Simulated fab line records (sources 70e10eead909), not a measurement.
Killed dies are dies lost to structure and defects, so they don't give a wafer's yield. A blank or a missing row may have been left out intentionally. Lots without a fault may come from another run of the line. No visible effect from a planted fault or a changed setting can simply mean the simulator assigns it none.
The tool behind it: which one? | flow nand-harc | 21 wafers from 7 lots sampled at 2 of the route's 1302 steps

== WHAT EACH GAUGE READ, for each wafer ==
NHARC_A_SOURCE_PLATE_THK_MEAS_09: measures by ellipsometry.
lot  | measured     | on            | thk-nm (nm)
L423 | day 7 21:49  | film-metro-02 | 8.6 10.9 10.1
L425 | day 8 21:50  | film-metro-01 | 14.3 15.1 15.2
L427 | day 9 19:10  | film-metro-02 | 14.2 16.6 17.3
L429 | day 10 18:28 | film-metro-02 | 9.5 9.1 12.0
L440 | day 14 21:53 | film-metro-01 | 10.4 10.9 9.1
L442 | day 16 02:49 | film-metro-01 | 10.5 10.4 10.1
L444 | day 17 00:07 | film-metro-01 | 8.9 9.2 8.7

== EACH LOT AND THE TOOL THAT RAN IT (in order: tool; ch and the chambers of the sampled wafers; start) ==
lot  | NHARC_A_SOURCE_PLATE_OXIDE_02
L423 | furnace-01 ch 0, day 7 17:46
L425 | furnace-04 ch 0, day 8 13:07
L427 | furnace-04 ch 0, day 9 10:01
L429 | furnace-04 ch 0, day 10 14:25
L440 | furnace-04 ch 0, day 14 17:50
L442 | furnace-04 ch 0, day 15 22:43
L444 | furnace-01 ch 0, day 16 20:05
- NHARC_A_SOURCE_PLATE_OXIDE_02: material SiO2, target thk 10 nm, ox time 1362 s.

== THE ANSWER, worked out from the rows above alone ==
Rule: the lots themselves supply what counts as usual. Put in order of their means at a reading, lots are off if they are a third of the lots or fewer, leave a main group of 4 or more, and stand apart from it by a gap of 3 or more times the standard deviation of the main group's means; of several such gaps the widest counts. If all means in a main group match to the digits the tables above print for the reading, that group is not used. Also off: a lot with no number at a reading for which 4 or more lots have one. Where the step has rows for the other lots, those lots are counted as sound.
Off: L425, L427, at NHARC_A_SOURCE_PLATE_THK_MEAS_09 (thk-nm). The main group: mean 9.9 nm, standard deviation 0.5.
A tool fits if, at a process step before that reading, it ran every lot that is off, and no sound lot after the first of them. Gauges at NHARC_A_SOURCE_PLATE_THK_MEAS_09: tried the same way as those tools. Not one of the candidates tried fits.

== WHAT THE SIMULATOR HAD PUT IN ==
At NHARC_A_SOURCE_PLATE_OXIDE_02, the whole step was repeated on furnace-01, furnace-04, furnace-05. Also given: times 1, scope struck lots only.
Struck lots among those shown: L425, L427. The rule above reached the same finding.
